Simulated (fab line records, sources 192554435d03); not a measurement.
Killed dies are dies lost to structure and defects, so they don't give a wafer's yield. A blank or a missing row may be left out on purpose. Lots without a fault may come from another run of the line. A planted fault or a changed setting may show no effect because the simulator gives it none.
Chamber matching | flow n5_finfet | N5_MOL_CONTACT_COAG_ETCHBACK_132 on rie_diel-01: 4 sister chambers
The step etches SiO2 in CHF3, target depth 10 nm, time 6.7 s. 4 wafers are shown with their chamber, then 11 later ones without.

WAFERS WITH THEIR CHAMBER
wafer  | chamber | showerhead_plenum_p_Torr (Torr)
L086.3 | 0       | 2.38
L086.4 | 2       | 2.28
L086.5 | 3       | 2.32
L087.2 | 1       | 2.48

WAFERS WITHOUT THEIR CHAMBER
wafer  | showerhead_plenum_p_Torr (Torr)
L087.3 | 2.28
L087.5 | 2.38
L089.2 | 2.32
L089.4 | 2.48
L089.6 | 2.38
L094.2 | 2.31
L094.3 | 2.48
L094.4 | 2.27
L097.1 | 2.47
L097.2 | 2.37
L097.4 | 2.47

WHICH CHAMBER EACH WENT THROUGH
wafer  | from the rows above | in truth
L087.3 | 2                   | 2
L087.5 | 0                   | 0
L089.2 | 3                   | 3
L089.4 | 1                   | 1
L089.6 | 0                   | 0
L094.2 | 3                   | 3
L094.3 | 1                   | 1
L094.4 | 2                   | 2
L097.1 | 1                   | 1
L097.2 | 0                   | 0
L097.4 | 1                   | 1
Placed correctly: 11 of 11. Can't be placed from these rows: 0. Placed wrongly: 0.
How it was worked out, from the rows above alone: a wafer's distance from a chamber is the root of the sum, over the readings, of the square of ((its reading less the chamber's mean) divided by the reading's scatter). The wafer belongs to the nearest chamber; if the next one is less than 2 further off, it can't be placed. A chamber's mean is the mean of its shown wafers. The scatter: with one shown wafer a chamber, the root of the mean of the squares of how far each hidden wafer lies from its nearest shown one.
